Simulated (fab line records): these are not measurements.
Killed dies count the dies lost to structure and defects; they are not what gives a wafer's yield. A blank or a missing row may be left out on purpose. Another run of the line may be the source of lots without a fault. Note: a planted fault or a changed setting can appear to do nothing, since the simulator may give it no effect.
Split-lot study	flow n5Finfet	on a route of 1938 steps: 7 lots, 21 wafers read

THE SPLIT ITSELF
At N5_ZERO_LAYER_ETCH_18 (etches Si in HBr/Cl2, target depth 120 nm, time 40 s), the setting icpW was moved away from the recipe's 800 W on 5 of the 21 wafers read, by -10.8% to +17.2%. This setting was run at the recipe's value on the other wafers.

The reading comes from the split's own step.

THE READING
etch.depthNm (the simulator's own value, which no gauge read), in nm, at N5_ZERO_LAYER_ETCH_18 (etches Si in HBr/Cl2, target depth 120 nm, time 40 s). There is no usual value for it anywhere in the file. Across the 16 wafers here that went through the recipe, the average is 119.7 nm and the standard deviation 0.99 nm.

wafer	tool, chamber at the split	icpW as run, W	against the recipe	etch.depthNm, nm	against lot-mates on the recipe
L078.1	rieSi-06, 2	800	recipe	119.7	-
L078.3	rieSi-06, 1	937.3	+17.2%	128.9	+9.2
L078.4	rieSi-06, 0	937.3	+17.2%	128.6	+8.9
L081.3	rieSi-06, 3	800	recipe	120.7	-
L081.4	rieSi-06, 2	800	recipe	119.3	-
L081.6	rieSi-06, 1	800	recipe	119.6	-
L083.2	rieSi-06, 2	800	recipe	119.4	-
L083.3	rieSi-06, 0	800	recipe	120	-
L083.4	rieSi-06, 1	713.4	-10.8%	113.5	-6.2
L084.1	rieSi-04, 0	800	recipe	120.1	-
L084.4	rieSi-04, 2	930.7	+16.3%	129.2	+8.9
L084.5	rieSi-04, 0	800	recipe	120.5	-
L085.2	rieSi-05, 1	724.4	-9.5%	112.6	-6.2
L085.4	rieSi-05, 0	800	recipe	119.1	-
L085.5	rieSi-05, 1	800	recipe	118.4	-
L095.1	rieSi-06, 2	800	recipe	121.6	-
L095.4	rieSi-06, 0	800	recipe	119.3	-
L095.6	rieSi-06, 2	800	recipe	120.6	-
L097.1	rieSi-04, 2	800	recipe	119	-
L097.2	rieSi-04, 3	800	recipe	117.2	-
L097.4	rieSi-04, 0	800	recipe	120	-

FIT RESULTS
A straight line over all 21 wafers: etch.depthNm changes by +0.57 nm for each +1% of icpW; r = +0.97; the points scatter about the line by 1 nm.
The same after taking each lot's own level away (the mean of its wafers on the recipe; 21 wafers): +0.55 nm for each +1%; r = +0.99; scatter 0.7 nm.
According to that fit, moving icpW by its largest amount changes the reading by 9.4 nm.
Measured against the standard deviation above, the lots' own levels, which go from 118.73 to 120.50 nm, span 1.8 times it.
Consequently the slope shifts little with the lot-to-lot level, the two slopes agreeing.
Check: +9.4 nm against its lot-mates is what the line predicts for one of the wafers moved furthest among these (+17.2%) when that wafer is left out of the fit. It came out at +9.2 nm against them.

THE WHOLE CHAIN: every reading that the file lists as answering this split, in the file's order
step	what it does	reading	change (the file's fit)	r (the file's)
N5_ZERO_LAYER_ETCH_18	etches Si in HBr/Cl2, target depth 120 nm, time 40 s	ZERO_LAYER.featureDepthNm (the simulator's own value, which no gauge read)	+0.554 nm for each +1% of the setting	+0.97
N5_ZERO_LAYER_ETCH_18	etches Si in HBr/Cl2, target depth 120 nm, time 40 s	etch.depthNm (the simulator's own value, which no gauge read)	+0.554 nm for each +1% of the setting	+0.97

FILE'S OWN FIT
etch.depthNm changes by +0.554 nm for each +1% of icpW, r = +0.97.
